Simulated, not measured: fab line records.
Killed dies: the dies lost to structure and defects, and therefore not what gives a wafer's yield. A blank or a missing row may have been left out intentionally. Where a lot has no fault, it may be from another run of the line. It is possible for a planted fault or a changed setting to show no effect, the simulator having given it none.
Chamber matching + flow n5_finfet + N5_SDB_CMP_30 on cmp-04: 4 sister chambers
The step polishes, stops on poly-Si, t overpolish 1.54 s, target thk 30 nm. 18 wafers are shown with their chamber, then 9 later ones without.

## WAFERS WITH THEIR CHAMBER
| wafer  | chamber | motor_current_A (A) | time_to_endpoint_s (s) | platen_rpm (rpm) |
|--------|---------|---------------------|------------------------|------------------|
| L074.1 | 3       | 11.3                | 19.9                   | 51.85            |
| L074.4 | 0       | 11.4                | 18.1                   | 51.84            |
| L074.6 | 0       | 11.2                | 18.0                   | 51.78            |
| L078.1 | 0       | 11.3                | 16.0                   | 51.81            |
| L078.3 | 1       | 11.5                | 17.9                   | 51.79            |
| L078.5 | 0       | 11.3                | 17.9                   | 51.84            |
| L079.1 | 2       | 13.0                | 14.6                   | 51.78            |
| L079.2 | 0       | 10.9                | 18.4                   | 51.76            |
| L079.4 | 3       | 11.1                | 17.6                   | 51.80            |
| L081.1 | 2       | 12.7                | 14.4                   | 51.82            |
| L081.5 | 0       | 10.9                | 16.0                   | 51.82            |
| L081.6 | 1       | 11.8                | 18.3                   | 51.80            |
| L085.2 | 2       | 13.3                | 13.3                   | 51.79            |
| L085.3 | 1       | 12.0                | 15.4                   | 51.75            |
| L085.6 | 3       | 11.5                | 16.2                   | 51.77            |
| L087.1 | 3       | 12.1                | 16.2                   | 51.78            |
| L087.2 | 1       | 12.3                | 15.4                   | 51.76            |
| L087.5 | 3       | 10.5                | 16.8                   | 51.74            |

SIGNATURES (means of the wafers above)
| reading            | chamber 0 | chamber 1 | chamber 2 | chamber 3 | scatter within a chamber |
|--------------------|-----------|-----------|-----------|-----------|--------------------------|
| motor_current_A    | 11.167    | 11.900    | 13.000    | 11.300    | 0.389                    |
| time_to_endpoint_s | 17.400    | 16.750    | 14.100    | 17.340    | 1.31                     |
| platen_rpm         | 51.8083   | 51.7750   | 51.7967   | 51.7880   | 0.0322                   |
Rule: a wafer lies at a distance from a chamber equal to the root of the sum of squares, over the readings, of (its reading less the chamber's mean, divided by the reading's scatter). If the next closest chamber is less than 2 further off than the closest, the wafer can't be placed; otherwise it belongs to the closest. The scatter: take each reading less its chamber's mean, square it, sum over the shown wafers, divide by the number of wafers less the number of chambers, and take the root.

## WAFERS WHOSE CHAMBER IS MISSING
| wafer  | motor_current_A (A) | time_to_endpoint_s (s) | platen_rpm (rpm) |
|--------|---------------------|------------------------|------------------|
| L092.1 | 11.4                | 16.6                   | 51.78            |
| L092.2 | 11.5                | 16.8                   | 51.80            |
| L092.5 | 11.6                | 18.1                   | 51.86            |
| L093.1 | 12.3                | 18.4                   | 51.76            |
| L093.3 | 11.6                | 16.3                   | 51.73            |
| L093.4 | 13.5                | 11.7                   | 51.80            |
| L097.2 | 11.8                | 17.0                   | 51.74            |
| L097.4 | 12.5                | 12.7                   | 51.81            |
| L097.5 | 11.2                | 20.9                   | 51.81            |

## EACH ONE'S CHAMBER
| wafer  | from the rows above          | in truth |
|--------|------------------------------|----------|
| L092.1 | can't be placed: 3 or 0 or 1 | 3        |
| L092.2 | can't be placed: 3 or 0 or 1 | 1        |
| L092.5 | can't be placed: 0 or 3 or 1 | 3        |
| L093.1 | can't be placed: 1 or 3 or 0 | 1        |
| L093.3 | can't be placed: 1 or 3 or 0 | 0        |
| L093.4 | 2                            | 2        |
| L097.2 | can't be placed: 1 or 3 or 0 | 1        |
| L097.4 | can't be placed: 2 or 1      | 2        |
| L097.5 | can't be placed: 0 or 3 or 1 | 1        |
1 of 9 placed correctly. Not placeable from these rows: 8 (in 8, the candidates include the true chamber). 0 placed wrongly.
